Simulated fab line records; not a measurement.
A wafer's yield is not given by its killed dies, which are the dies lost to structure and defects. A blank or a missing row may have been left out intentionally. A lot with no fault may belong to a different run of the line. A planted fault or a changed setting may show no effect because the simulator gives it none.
Comparing a struck lot with a sound one -- flow n5 finfet -- 15 out of 1938 route steps
Sound: the wafers L643.2, L643.4, L643.5. Struck: wafer L649.1. The cause is named last.
At each step with rows: each side's tool, then ch and its chambers, then its first start. Under that, the readings that differ: sound wafers -- struck wafers -- difference of the means -- sigmas: that difference in standard deviations of wafers without a fault.
alike: same words and numbers on both sides, and readings whose means sit less than 2 such deviations apart. not compared: any withheld reading, any reading some wafer has no value for, any bound like >300 that may hide the same value, and any number with overlapping values for which the record gives no deviation.
The two part at a step that has a row with sigmas, a row that says differs or no value, or rows on one side only. Numbers that don't overlap but have no deviation are shown without sigmas and don't part them. A reading that every wafer of one side lacks parts them only if that side has two wafers or more.

first, 3 steps without rows for these wafers: N5_BEOL_M5_SRD_40 (time 30 s); N5_BEOL_M5_PRECLEAN_42 (cleans in residue remover, time 60 s); N5_BEOL_M5_SRD_43 (time 30 s).
N5_BEOL_M5_CD_MEAS_35: target cd 28 nm, target cd y 24 nm.
  struck on cd sem-01, day 10 23:17; sound on cd sem-03, day 9 00:15
  alike: cd nm
N5_BEOL_M5_CURE_80: cures SiCOH lowk, time 120 s.
  sound on uv cure-02 ch 0, day 9 00:50; struck on uv cure-01 ch 0, day 10 23:19
  alike: lamp power pct, wafer_temp_C_max
then, 3 steps without rows for these wafers: N5_BEOL_M5_DEGAS_44 (time 60 s); N5_BEOL_M5_PRE_CLEAN_45 (time 30 s); N5_BEOL_M5_ALD_86 (deposits TaN, pulse time 2 s, purge time 3 s, co reactant purge time 2 s).
N5_BEOL_M5_SURFACE_TREAT_87:
  struck on pvd sputter-02, day 11 00:16; sound on pvd sputter-01, day 9 01:43
  not compared: throttle valve pct
then, 1 step without rows for these wafers: N5_BEOL_M5_CVD_47 (deposits Co from CCTBA/H2, target thk 3 nm, time 216 s).
N5_BEOL_M5_SPUTTER_48: material Cu, target thk 15 nm, time 27.62 s.
  struck on pvd sputter-01, day 11 00:37; sound on pvd sputter-03, day 9 02:01
  alike: chamber pressure pa, throttle valve pct
N5_BEOL_M5_ANNEAL_49: time 1800 s.
  struck on pvd sputter-01, day 11 00:42; sound on pvd sputter-03, day 9 02:05
  alike: heater power w
N5_BEOL_M5_SPUTTER_81: material Cu, target thk 15 nm, time 27.62 s.
  struck on pvd sputter-01, day 11 01:43; sound on pvd sputter-03, day 9 03:06
reading,sound,struck,difference,sigmas
chamber pressure pa (Pa),0.06983 0.0699 0.06997,0.06669,-0.00321,-23
  alike: throttle valve pct
N5_BEOL_M5_ANNEAL_82: time 1800 s.
  struck on pvd sputter-01, day 11 01:47; sound on pvd sputter-03, day 9 03:11
  alike: heater power w
N5_PASSIVATION_PROBE_49:
  the record has rows for the sound wafers here (prober-02, day 13 02:23) and none for the struck ones

WHERE THEY PART
Last at N5_PASSIVATION_PROBE_49 as far as this record goes, first at N5_BEOL_M5_SPUTTER_81.

WHY: the cause the simulator had injected
Process parameter drift: pvd sputter-01, from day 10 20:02 on, at N5_BEOL_M5_SPUTTER_81. Setting chamber pressure pa shifted by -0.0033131 from 0.07. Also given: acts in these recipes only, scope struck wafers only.
